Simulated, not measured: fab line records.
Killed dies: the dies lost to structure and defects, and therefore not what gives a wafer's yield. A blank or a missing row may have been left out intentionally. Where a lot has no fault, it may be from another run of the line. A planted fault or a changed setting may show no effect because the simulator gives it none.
Chamber matching | flow nand-harc | NHARC_A_CHANNEL_FILL_D2_STRIP_28 on rie-diel-12 has 4 sister chambers
The step strips in O2, time 20 s. 8 wafers are shown with their chamber, then 11 later ones without.

## WAFERS PAIRED WITH THEIR CHAMBERS
wafer  | chamber | showerhead-plenum-p-Torr (Torr) | drypump-motor-current-A (A)
L081.6 | 0       | 3.35                            | 6.2
L085.6 | 2       | 3.54                            | 6.5
L089.1 | 1       | 3.63                            | 5.1
L089.4 | 2       | 3.54                            | 6.4
L089.6 | 0       | 3.34                            | 6.3
L091.3 | 1       | 3.63                            | 5.1
L091.6 | 3       | 3.46                            | 5.2
L093.1 | 3       | 3.46                            | 5.2

## WAFERS WITHOUT THEIR CHAMBER
wafer  | showerhead-plenum-p-Torr (Torr) | drypump-motor-current-A (A)
L093.2 | 3.63                            | 5.1
L093.3 | 3.54                            | 6.5
L094.4 | 3.34                            | 6.3
L094.5 | 3.54                            | 6.4
L094.6 | 3.46                            | 5.2
L095.1 | 3.46                            | 5.2
L095.2 | 3.63                            | 5.1
L095.4 | 3.54                            | 6.4
L096.3 | 3.54                            | 6.4
L096.4 | 3.34                            | 6.3
L096.5 | 3.46                            | 5.2

## THE CHAMBER EACH PASSED THROUGH
wafer  | from the rows above | in truth
L093.2 | 1                   | 1
L093.3 | 2                   | 2
L094.4 | 0                   | 0
L094.5 | 2                   | 2
L094.6 | 3                   | 3
L095.1 | 3                   | 3
L095.2 | 1                   | 1
L095.4 | 2                   | 2
L096.3 | 2                   | 2
L096.4 | 0                   | 0
L096.5 | 3                   | 3
Correct placement for 11 of the 11. Can't be placed from these rows: 0. Placed wrongly: 0.
How it was worked out, from the rows above alone: a wafer's distance from a chamber is the root of the sum, over the readings, of the square of ((its reading less the chamber's mean) divided by the reading's scatter). The wafer belongs to the nearest chamber; if the next one is less than 2 further off, it can't be placed. Each chamber's mean is taken over the wafers shown for it. The scatter: take each reading less its chamber's mean, square it, sum over the shown wafers, divide by the number of wafers less the number of chambers, and take the root.
